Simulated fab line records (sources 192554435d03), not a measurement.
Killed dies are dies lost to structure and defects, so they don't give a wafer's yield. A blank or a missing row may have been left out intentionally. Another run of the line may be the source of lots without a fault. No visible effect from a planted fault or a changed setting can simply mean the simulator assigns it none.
The tool behind it: which one? + flow n5 finfet + 12 lots with 36 wafers sampled at 4 steps, on a route of 1938 steps

== WHAT EACH GAUGE READ, for each wafer ==
N5_BEOL_M7_CD_MEAS_35: the cd target is 40 nm.
| lot  | measured     | on        | cd nm (nm)     |
|------|--------------|-----------|----------------|
| L075 | day 9 19:47  | cd sem-01 | 39.1 39.0 40.9 |
| L077 | day 10 06:50 | cd sem-03 | 38.9 40.1 40.4 |
| L081 | day 10 23:36 | cd sem-02 | 39.4 39.5 39.5 |
| L079 | day 11 01:55 | cd sem-01 | 39.2 38.0 38.9 |
| L082 | day 11 21:48 | cd sem-01 | 41.3 39.2 39.9 |
| L086 | day 12 08:05 | cd sem-03 | 38.8 40.3 39.5 |
| L087 | day 12 20:27 | cd sem-01 | 40.1 38.9 40.3 |
| L089 | day 13 05:46 | cd sem-03 | 40.4 40.7 40.0 |
| L091 | day 14 02:05 | cd sem-01 | 39.9 40.1 39.4 |
| L092 | day 14 10:32 | cd sem-02 | 41.1 39.8 40.5 |
| L094 | day 15 05:13 | cd sem-01 | 40.5 38.7 39.0 |
| L096 | day 15 14:44 | cd sem-01 | 39.0 39.3 40.2 |

== WHICH TOOL RAN EACH LOT (tool, then ch and the chambers of the sampled wafers, then the start) ==
| lot  | N5_BEOL_M7_HM_OPEN_17             | N5_BEOL_M7_ETCH_65                 | N5_BEOL_M7_ETCH_66                 |
|------|-----------------------------------|------------------------------------|------------------------------------|
| L075 | rie metal-01 ch 0,1, day 9 17:02  | rie diel-05 ch 0,1,2, day 9 19:16  | rie diel-05 ch 0,1,2, day 9 19:17  |
| L077 | rie metal-01 ch 0,1, day 10 04:13 | rie diel-05 ch 0,2, day 10 06:18   | rie diel-05 ch 0,2, day 10 06:19   |
| L081 | rie metal-03 ch 0, day 10 21:14   | rie diel-05 ch 0,1,2, day 10 23:04 | rie diel-05 ch 0,1,2, day 10 23:05 |
| L079 | rie metal-02 ch 1, day 11 00:30   | rie diel-03 ch 0,1,3, day 11 01:22 | rie diel-03 ch 0,1,3, day 11 01:24 |
| L082 | rie metal-03 ch 0, day 11 16:38   | rie diel-03 ch 2,3, day 11 21:16   | rie diel-03 ch 2,3, day 11 21:18   |
| L086 | rie metal-03 ch 0,1, day 12 05:34 | rie diel-06 ch 0,2, day 12 07:27   | rie diel-06 ch 0,2, day 12 07:29   |
| L087 | rie metal-01 ch 0,1, day 12 19:03 | rie diel-06 ch 1,2,3, day 12 19:55 | rie diel-06 ch 1,2,3, day 12 19:57 |
| L089 | rie metal-02 ch 0,1, day 13 02:55 | rie diel-03 ch 0,1,3, day 13 05:14 | rie diel-03 ch 0,1,3, day 13 05:16 |
| L091 | rie metal-01 ch 0,1, day 13 23:09 | rie diel-06 ch 0,1,2, day 14 01:32 | rie diel-06 ch 0,1,2, day 14 01:34 |
| L092 | rie metal-01 ch 0,1, day 14 07:17 | rie diel-06 ch 0,2,3, day 14 10:01 | rie diel-06 ch 0,2,3, day 14 10:02 |
| L094 | rie metal-02 ch 0,1, day 15 02:48 | rie diel-03 ch 0,3, day 15 04:41   | rie diel-03 ch 0,3, day 15 04:42   |
| L096 | rie metal-02 ch 0,1, day 15 12:39 | rie diel-06 ch 0,3, day 15 14:12   | rie diel-06 ch 0,3, day 15 14:14   |
- N5_BEOL_M7_HM_OPEN_17: chemistry Cl2/BCl3, target TiN, target depth 20 nm, overetch 6 nm.
- N5_BEOL_M7_ETCH_65: etches SiARC in CF4, target depth 15.6 nm, time 26 s.
- N5_BEOL_M7_ETCH_66: etches SOC in N2/H2, target depth 80 nm, overetch 16 nm, time 120 s.

== THE ANSWER, worked out from the rows above alone ==
Rule: what is usual is taken from the lots themselves. Put in order of their means at a reading, lots are off if they are a third of the lots or fewer, leave a main group of 4 or more, and stand apart from it by a gap of 3 or more times the standard deviation of the main group's means; of several such gaps the widest counts. A main group whose means are all the same, to the digits that the tables above print for the reading, isn't used. Also off: a lot with no number at a reading for which 4 or more lots have one. The other lots that the step has rows for count as sound.
Nothing can be told from this: no lot is off at any reading shown.

== WHAT THE SIMULATOR HAD PUT IN ==
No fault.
